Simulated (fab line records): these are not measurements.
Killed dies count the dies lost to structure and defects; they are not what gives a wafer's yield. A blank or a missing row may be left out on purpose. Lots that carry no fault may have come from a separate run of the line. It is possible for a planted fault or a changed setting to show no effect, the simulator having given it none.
The tool behind it: which one? -- flow n5-finfet -- 9 lots with 27 wafers sampled at 6 steps, on a route of 1938 steps

WHAT THE GAUGES SHOWED, per wafer
N5_BEOL_M1_CD_MEAS_28: target cd y 23.3 nm.
lot,measured,on,cd-nm (nm)
L959,day 6 14:33,cd-sem-02,24.01 23.67 23.86
L960,day 6 14:55,cd-sem-02,23.92 24.06 24.32
L962,day 7 06:47,cd-sem-02,24.05 23.50 23.93
L963,day 7 06:53,cd-sem-01,23.80 23.69 23.86
L966,day 8 03:05,cd-sem-01,23.79 23.93 24.07
L967,day 8 12:49,cd-sem-01,23.97 23.78 23.69
L968,day 8 21:19,cd-sem-03,24.25 24.15 23.98
L974,day 10 15:05,cd-sem-02,22.66 23.28 22.79
L976,day 10 19:39,cd-sem-03,22.98 22.76 22.75

N5_BEOL_M4_RC_MEAS_101.
lot,measured,on,DIBL_N (mV/V),DIBL_P (mV/V),IOFF_N (nA/um),IOFF_P (nA/um),ION_N (uA/um),ION_P (uA/um),SS_N (mV/dec),SS_P (mV/dec),VT_N (mV),VT_P (mV)
L959,day 8 07:29,prober-01,35.8 33.8 35.6,35.9 32.6 34.7,0.15 0.11 0.15,0.24 0.19 0.22,678 659 672,477 464 470,71.1 70.3 71.3,73.3 72.6 72.8,249 253 248,-246 -251 -247
L960,day 8 11:39,prober-02,35.8 35.9 38.0,36.9 35.7 39.7,0.15 0.15 0.19,0.22 0.19 0.27,678 664 675,470 457 469,71.6 71.4 72.2,73.6 72.8 74.3,248 249 249,-250 -252 -249
L962,day 9 05:44,prober-01,38.3 35.9 36.2,35.2 32.5 33.4,0.17 0.13 0.13,0.21 0.18 0.19,679 662 671,465 458 460,71.6 71.3 71.5,73.2 71.8 72.3,248 248 251,-249 -251 -250
L963,day 9 08:32,prober-01,37.3 36.5 34.3,36.4 34.5 33.2,0.17 0.17 0.13,0.23 0.20 0.18,673 678 668,467 459 457,71.5 71.8 70.1,73.2 72.7 72.1,250 247 249,-247 -249 -250
L966,day 10 04:14,prober-01,37.7 35.6 35.2,38.2 36.0 35.4,0.22 0.17 0.16,0.30 0.24 0.24,675 685 667,464 471 466,71.6 71.0 70.4,74.1 73.0 73.9,245 245 250,-245 -248 -245
L967,day 10 08:41,prober-02,37.7 37.3 37.0,37.1 38.2 38.0,0.17 0.16 0.16,0.24 0.26 0.24,675 678 682,471 471 466,71.8 71.5 71.5,73.0 74.0 72.8,247 248 249,-246 -245 -246
L968,day 10 18:22,prober-02,36.8 36.4 34.8,37.0 36.5 35.0,0.18 0.18 0.15,0.23 0.22 0.21,673 676 676,461 470 465,71.7 71.3 71.6,73.3 73.8 73.7,248 249 248,-250 -251 -248
L974,day 12 12:28,prober-02,34.2 33.3 36.3,33.8 32.6 36.6,0.13 0.13 0.17,0.18 0.17 0.23,647 657 665,455 459 457,70.6 70.6 72.2,72.7 72.4 73.4,253 251 248,-253 -251 -250
L976,day 12 22:08,prober-02,34.9 32.7 37.0,35.6 32.1 37.2,0.14 0.12 0.19,0.23 0.18 0.27,668 677 681,463 467 472,71.3 70.6 71.7,73.1 72.5 73.3,253 251 245,-246 -248 -244

EACH LOT AND THE TOOL THAT RAN IT (in order: tool; ch and the chambers of the sampled wafers; start)
lot,N5_BEOL_M0_SPUTTER_141,N5_BEOL_M1_EXPOSE_25,N5_BEOL_M1_ETCH_69,N5_BEOL_M1_ALD_98
L959,"pvd-sputter-03, day 6 09:09","euv-scanner-02 ch 0, day 6 14:24","rie-diel-03 ch 0,1, day 6 14:45","ald-sin-04 ch 1,3, day 6 14:50"
L960,"pvd-sputter-01, day 6 10:50","euv-scanner-01 ch 0, day 6 14:46","rie-diel-05 ch 2,3, day 6 15:05","ald-sin-02 ch 0,3, day 6 15:10"
L962,"pvd-sputter-03, day 7 02:28","euv-scanner-01 ch 0, day 7 06:40","rie-diel-04 ch 2,3, day 7 06:58","ald-sin-04 ch 0,1, day 7 07:02"
L963,"pvd-sputter-02, day 7 02:30","euv-scanner-01 ch 0, day 7 06:44","rie-diel-04 ch 0,1,2, day 7 07:04","ald-sin-04 ch 0,1,3, day 7 07:09"
L966,"pvd-sputter-01, day 7 23:55","euv-scanner-01 ch 0, day 8 02:56","rie-diel-04 ch 0,2,3, day 8 03:16","ald-sin-02 ch 2,3, day 8 03:21"
L967,"pvd-sputter-01, day 8 07:46","euv-scanner-02 ch 0, day 8 12:41","rie-diel-05 ch 2,3, day 8 13:06","ald-sin-04 ch 0,2,3, day 8 13:49"
L968,"pvd-sputter-03, day 8 18:26","euv-scanner-01 ch 0, day 8 21:11","rie-diel-05 ch 2,3, day 8 21:30","ald-sin-04 ch 0,1,2, day 8 21:58"
L974,"pvd-sputter-02, day 10 11:39","euv-scanner-01 ch 0, day 10 14:56","rie-diel-04 ch 0,1,2, day 10 15:16","ald-sin-01 ch 0,1,2, day 10 15:20"
L976,"pvd-sputter-02, day 10 16:23","euv-scanner-01 ch 0, day 10 19:30","rie-diel-04 ch 0,1,2, day 10 19:49","ald-sin-02 ch 1,2,3, day 10 20:02"
- N5_BEOL_M0_SPUTTER_141: material Cu, target thk 4 nm, time 7.37 s.
- N5_BEOL_M1_EXPOSE_25: exposes mask V0, defocus 5 nm, target cd 24 nm.
- N5_BEOL_M1_ETCH_69: etches SiARC in CF4, target depth 15.6 nm, time 26 s.
- N5_BEOL_M1_ALD_98: deposits SiO2, target thk 2.5 nm, pulse time 1 s, co reactant pulse time 1 s.

WHAT THE TOOLS THEMSELVES READ (means of the sampled wafers that have a number; where no wafer has one, the mark that the record gives instead)
N5_BEOL_M0_SPUTTER_141.
lot,tool,susceptor-temp-C (C),throttle-valve-pct (%)
L959,pvd-sputter-03,-19.95,30.4
L960,pvd-sputter-01,-20.02,30.8
L962,pvd-sputter-03,-20.07,31.5
L963,pvd-sputter-02,-20.00,29.2
L966,pvd-sputter-01,-19.98,31.5
L967,pvd-sputter-01,-19.98,30.5
L968,pvd-sputter-03,-20.11,29.9
L974,pvd-sputter-02,-20.01,29.4
L976,pvd-sputter-02,-20.02,29.2

N5_BEOL_M1_EXPOSE_25.
lot,tool,exposure-dose-mJ-cm2
L959,euv-scanner-02,63.00
L960,euv-scanner-01,63.00
L962,euv-scanner-01,62.99
L963,euv-scanner-01,62.98
L966,euv-scanner-01,62.98
L967,euv-scanner-02,63.00
L968,euv-scanner-01,63.14
L974,euv-scanner-01,59.69
L976,euv-scanner-01,59.71

N5_BEOL_M1_ETCH_69.
lot,tool,drypump-motor-current-A (A),etch-rf-on-time-s (s),oes-product-au (a.u.),rf-vpp-V (V),showerhead-plenum-p-Torr (Torr),throttle-valve-pct (%)
L959,rie-diel-03,5.4,26.5,0.71,184.0,2.12,15.56
L960,rie-diel-05,5.6,26.1,0.64,184.7,2.13,15.61
L962,rie-diel-04,6.1,25.8,0.59,182.7,2.06,15.68
L963,rie-diel-04,6.1,25.6,0.63,183.4,2.11,15.73
L966,rie-diel-04,5.9,25.8,0.60,183.0,2.10,15.72
L967,rie-diel-05,5.4,26.3,0.63,183.6,2.13,15.58
L968,rie-diel-05,5.4,26.6,0.63,183.8,2.13,15.57
L974,rie-diel-04,6.1,26.1,0.62,183.8,2.11,15.77
L976,rie-diel-04,6.1,25.6,0.62,184.0,2.10,15.77

N5_BEOL_M1_ALD_98.
lot,tool,heater-power-w (W),precursor-pulse-height-rel,susceptor-temp-C (C)
L959,ald-sin-04,76,1.020,99.84
L960,ald-sin-02,82,0.996,99.86
L962,ald-sin-04,74,0.986,99.88
L963,ald-sin-04,76,0.997,99.96
L966,ald-sin-02,74,0.997,100.02
L967,ald-sin-04,76,0.991,100.09
L968,ald-sin-04,75,0.984,100.00
L974,ald-sin-01,79,0.997,100.20
L976,ald-sin-02,74,1.018,100.04

THE ANSWER, worked out from the rows above alone
Rule: what is usual is taken from the lots themselves. The widest of any qualifying gaps counts: lots, ordered by their means at a reading, are off when they make up no more than a third of the lots, leave a main group of 4 or more, and stand apart from it by 3 or more times the standard deviation of that group's means. The tables above print the reading to a certain number of digits; a main group whose means all agree to those digits is not used. A lot without any number at a reading at which 4 lots or more have one is off too. All remaining lots with rows at the step are treated as sound. First the gauges in route order, then the tools' own readings, where a lot's mean is used as printed above. At the first step where some lot is off, the reading lying furthest off is the one used; lots without a number count as furthest.
Off: L974, L976, at N5_BEOL_M1_CD_MEAS_28 (cd-nm). The main group: mean 23.92 nm, standard deviation 0.13.
A tool fits if, at a process step before that reading, it ran every lot that is off, and no sound lot after the first of them. The gauges at N5_BEOL_M1_CD_MEAS_28 aren't tried: what is off there is off at N5_BEOL_M1_EXPOSE_25 too, on other tools, and a gauge's error can't cause that. This does not decide it: 2 tools fit, namely pvd-sputter-02 at N5_BEOL_M0_SPUTTER_141 and euv-scanner-01 at N5_BEOL_M1_EXPOSE_25.

WHAT HAD BEEN PUT IN BY THE SIMULATOR
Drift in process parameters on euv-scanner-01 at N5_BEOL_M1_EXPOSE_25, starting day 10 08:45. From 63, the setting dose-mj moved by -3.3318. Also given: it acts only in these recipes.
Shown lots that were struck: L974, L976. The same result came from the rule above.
